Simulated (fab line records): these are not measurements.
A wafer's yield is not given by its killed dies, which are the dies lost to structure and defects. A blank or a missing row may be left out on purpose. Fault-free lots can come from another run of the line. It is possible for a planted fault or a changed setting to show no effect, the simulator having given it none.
The tool behind it: which one? || flow n5_finfet || Sampling: 24 lots, 72 wafers, 3 of 1938 route steps

WHAT THE GAUGES READ, wafer by wafer
N5_BEOL_M1_INSPECT_59: inspects for defects (darkfield).
{"lot": "L074", "measured": "day 6 13:46", "on": "defect_inspect-01", "raw_defect_count": "61 63 68"}
{"lot": "L075", "measured": "day 6 18:00", "on": "defect_inspect-01", "raw_defect_count": "67 78 64"}
{"lot": "L076", "measured": "day 6 21:37", "on": "defect_inspect-02", "raw_defect_count": "89 68 90"}
{"lot": "L077", "measured": "day 7 12:01", "on": "defect_inspect-02", "raw_defect_count": "38 69 73"}
{"lot": "L078", "measured": "day 7 15:43", "on": "defect_inspect-01", "raw_defect_count": "173 94 79"}
{"lot": "L080", "measured": "day 7 22:51", "on": "defect_inspect-01", "raw_defect_count": "99 60 49"}
{"lot": "L081", "measured": "day 8 01:35", "on": "defect_inspect-02", "raw_defect_count": "111 78 59"}
{"lot": "L079", "measured": "day 8 03:24", "on": "defect_inspect-01", "raw_defect_count": "53 60 53"}
{"lot": "L083", "measured": "day 8 17:11", "on": "defect_inspect-02", "raw_defect_count": "81 39 64"}
{"lot": "L082", "measured": "day 9 02:00", "on": "defect_inspect-02", "raw_defect_count": "79 80 43"}
{"lot": "L084", "measured": "day 9 10:29", "on": "defect_inspect-01", "raw_defect_count": "67 79 46"}
{"lot": "L085", "measured": "day 9 12:35", "on": "defect_inspect-01", "raw_defect_count": "96 93 66"}
{"lot": "L086", "measured": "day 9 20:10", "on": "defect_inspect-01", "raw_defect_count": "78 74 91"}
{"lot": "L087", "measured": "day 9 22:11", "on": "defect_inspect-01", "raw_defect_count": "60 52 45"}
{"lot": "L088", "measured": "day 10 12:04", "on": "defect_inspect-02", "raw_defect_count": "105 115 102"}
{"lot": "L089", "measured": "day 10 15:19", "on": "defect_inspect-02", "raw_defect_count": "82 61 115"}
{"lot": "L090", "measured": "day 10 17:48", "on": "defect_inspect-01", "raw_defect_count": "69 83 67"}
{"lot": "L091", "measured": "day 11 07:37", "on": "defect_inspect-01", "raw_defect_count": "60 98 40"}
{"lot": "L092", "measured": "day 11 10:55", "on": "defect_inspect-02", "raw_defect_count": "46 101 51"}
{"lot": "L093", "measured": "day 11 12:52", "on": "defect_inspect-02", "raw_defect_count": "64 70 64"}
{"lot": "L094", "measured": "day 12 05:04", "on": "defect_inspect-02", "raw_defect_count": "98 58 57"}
{"lot": "L095", "measured": "day 12 05:20", "on": "defect_inspect-02", "raw_defect_count": "87 77 90"}
{"lot": "L096", "measured": "day 12 05:53", "on": "defect_inspect-01", "raw_defect_count": "56 72 47"}
{"lot": "L097", "measured": "day 12 08:27", "on": "defect_inspect-01", "raw_defect_count": "56 142 64"}

N5_BEOL_M2_CD_MEAS_18: pitch 36 nm, target cd 18 nm.
{"lot": "L074", "measured": "day 6 15:26", "on": "cd_sem-02", "cd_nm (nm)": "17.5 18.0 18.0"}
{"lot": "L075", "measured": "day 6 19:30", "on": "cd_sem-03", "cd_nm (nm)": "18.2 18.1 18.2"}
{"lot": "L076", "measured": "day 6 23:02", "on": "cd_sem-02", "cd_nm (nm)": "17.8 18.3 18.1"}
{"lot": "L077", "measured": "day 7 13:43", "on": "cd_sem-01", "cd_nm (nm)": "18.2 18.2 18.5"}
{"lot": "L078", "measured": "day 7 17:02", "on": "cd_sem-01", "cd_nm (nm)": "18.9 18.5 17.6"}
{"lot": "L080", "measured": "day 8 01:50", "on": "cd_sem-03", "cd_nm (nm)": "18.4 17.4 18.2"}
{"lot": "L081", "measured": "day 8 04:07", "on": "cd_sem-01", "cd_nm (nm)": "18.2 17.8 18.2"}
{"lot": "L079", "measured": "day 8 05:18", "on": "cd_sem-02", "cd_nm (nm)": "17.4 18.1 17.6"}
{"lot": "L083", "measured": "day 8 20:44", "on": "cd_sem-03", "cd_nm (nm)": "18.3 18.2 18.1"}
{"lot": "L082", "measured": "day 9 03:23", "on": "cd_sem-02", "cd_nm (nm)": "17.2 18.2 17.8"}
{"lot": "L084", "measured": "day 9 12:20", "on": "cd_sem-03", "cd_nm (nm)": "17.7 18.3 17.6"}
{"lot": "L085", "measured": "day 9 17:45", "on": "cd_sem-01", "cd_nm (nm)": "18.1 17.8 17.9"}
{"lot": "L086", "measured": "day 9 21:44", "on": "cd_sem-01", "cd_nm (nm)": "17.7 17.6 18.0"}
{"lot": "L087", "measured": "day 10 01:34", "on": "cd_sem-01", "cd_nm (nm)": "18.1 18.0 18.3"}
{"lot": "L088", "measured": "day 10 13:35", "on": "cd_sem-02", "cd_nm (nm)": "17.2 17.6 18.4"}
{"lot": "L089", "measured": "day 10 18:33", "on": "cd_sem-03", "cd_nm (nm)": "18.4 18.2 18.7"}
{"lot": "L090", "measured": "day 10 19:58", "on": "cd_sem-02", "cd_nm (nm)": "18.2 17.4 18.4"}
{"lot": "L091", "measured": "day 11 11:13", "on": "cd_sem-03", "cd_nm (nm)": "17.8 17.5 17.7"}
{"lot": "L092", "measured": "day 11 12:37", "on": "cd_sem-02", "cd_nm (nm)": "18.0 18.1 18.5"}
{"lot": "L093", "measured": "day 11 16:11", "on": "cd_sem-01", "cd_nm (nm)": "17.7 18.0 18.2"}
{"lot": "L094", "measured": "day 12 08:30", "on": "cd_sem-01", "cd_nm (nm)": "17.3 17.8 17.9"}
{"lot": "L095", "measured": "day 12 08:36", "on": "cd_sem-01", "cd_nm (nm)": "18.0 17.6 17.8"}
{"lot": "L096", "measured": "day 12 08:58", "on": "cd_sem-03", "cd_nm (nm)": "16.9 18.0 18.6"}
{"lot": "L097", "measured": "day 12 10:29", "on": "cd_sem-03", "cd_nm (nm)": "18.2 17.8 18.8"}

N5_BEOL_M2_OVL_MEAS_29.
{"lot": "L074", "measured": "day 6 15:47", "on": "overlay-01", "V1_OVL (nm)": "-1.3 -0.8 -0.9"}
{"lot": "L075", "measured": "day 6 19:52", "on": "overlay-02", "V1_OVL (nm)": "0.5 1.1 0.4"}
{"lot": "L076", "measured": "day 6 23:23", "on": "overlay-02", "V1_OVL (nm)": "-0.8 -0.9 -0.7"}
{"lot": "L077", "measured": "day 7 14:11", "on": "overlay-02", "V1_OVL (nm)": "1.4 1.2 0.9"}
{"lot": "L078", "measured": "day 7 17:23", "on": "overlay-02", "V1_OVL (nm)": "0.5 2.0 1.2"}
{"lot": "L080", "measured": "day 8 02:18", "on": "overlay-02", "V1_OVL (nm)": "-1.0 -2.0 -1.0"}
{"lot": "L081", "measured": "day 8 04:37", "on": "overlay-02", "V1_OVL (nm)": "1.3 0.2 0.5"}
{"lot": "L079", "measured": "day 8 05:39", "on": "overlay-01", "V1_OVL (nm)": "0.2 0.6 1.2"}
{"lot": "L083", "measured": "day 8 21:13", "on": "overlay-01", "V1_OVL (nm)": "-0.7 -0.4 -0.2"}
{"lot": "L082", "measured": "day 9 03:46", "on": "overlay-01", "V1_OVL (nm)": "0.4 -0.3 -0.2"}
{"lot": "L084", "measured": "day 9 12:43", "on": "overlay-02", "V1_OVL (nm)": "0.5 -0.7 -0.5"}
{"lot": "L085", "measured": "day 9 18:07", "on": "overlay-02", "V1_OVL (nm)": "-1.2 -0.5 -1.5"}
{"lot": "L086", "measured": "day 9 22:12", "on": "overlay-02", "V1_OVL (nm)": "0.2 0.0 0.5"}
{"lot": "L087", "measured": "day 10 02:03", "on": "overlay-01", "V1_OVL (nm)": "-0.5 -0.6 -0.9"}
{"lot": "L088", "measured": "day 10 13:56", "on": "overlay-01", "V1_OVL (nm)": "-1.4 0.4 -0.4"}
{"lot": "L089", "measured": "day 10 19:02", "on": "overlay-01", "V1_OVL (nm)": "1.7 1.0 0.5"}
{"lot": "L090", "measured": "day 10 20:19", "on": "overlay-01", "V1_OVL (nm)": "1.5 0.6 0.7"}
{"lot": "L091", "measured": "day 11 11:42", "on": "overlay-01", "V1_OVL (nm)": "-0.4 -0.8 0.3"}
{"lot": "L092", "measured": "day 11 12:58", "on": "overlay-01", "V1_OVL (nm)": "-0.8 -1.8 -1.0"}
{"lot": "L093", "measured": "day 11 16:40", "on": "overlay-01", "V1_OVL (nm)": "2.0 0.9 2.4"}
{"lot": "L094", "measured": "day 12 08:51", "on": "overlay-01", "V1_OVL (nm)": "0.8 0.9 -0.4"}
{"lot": "L095", "measured": "day 12 09:05", "on": "overlay-01", "V1_OVL (nm)": "1.0 1.6 0.2"}
{"lot": "L096", "measured": "day 12 09:28", "on": "overlay-01", "V1_OVL (nm)": "2.4 2.3 1.1"}
{"lot": "L097", "measured": "day 12 10:50", "on": "overlay-01", "V1_OVL (nm)": "1.1 1.2 1.6"}

EACH LOT AND THE TOOL THAT RAN IT (in order: tool; ch and the chambers of the sampled wafers; start)
Before these readings, the record contains no process step.

WHAT THE TOOLS THEMSELVES READ (means of the sampled wafers that have a number; where no wafer has one, the mark that the record gives instead)
The record holds no such reading with a usual standard deviation.

THE ANSWER, worked out from the rows above alone
Rule: the lots themselves supply what counts as usual. Put in order of their means at a reading, lots are off if they are a third of the lots or fewer, leave a main group of 4 or more, and stand apart from it by a gap of 3 or more times the standard deviation of the main group's means; of several such gaps the widest counts. The tables above print the reading to a certain number of digits; a main group whose means all agree to those digits is not used. A lot without any number at a reading at which 4 lots or more have one is off too. Any other lot the step has rows for is counted as sound. First the gauges in route order, then the tools' own readings, where a lot's mean is used as printed above. The first step at which some lot is off is used, and at that step the reading that is off furthest; a lot without a number counts as furthest.
No lot is off at any reading shown: from this, nothing can be told.

WHAT THE SIMULATOR HAD PUT IN
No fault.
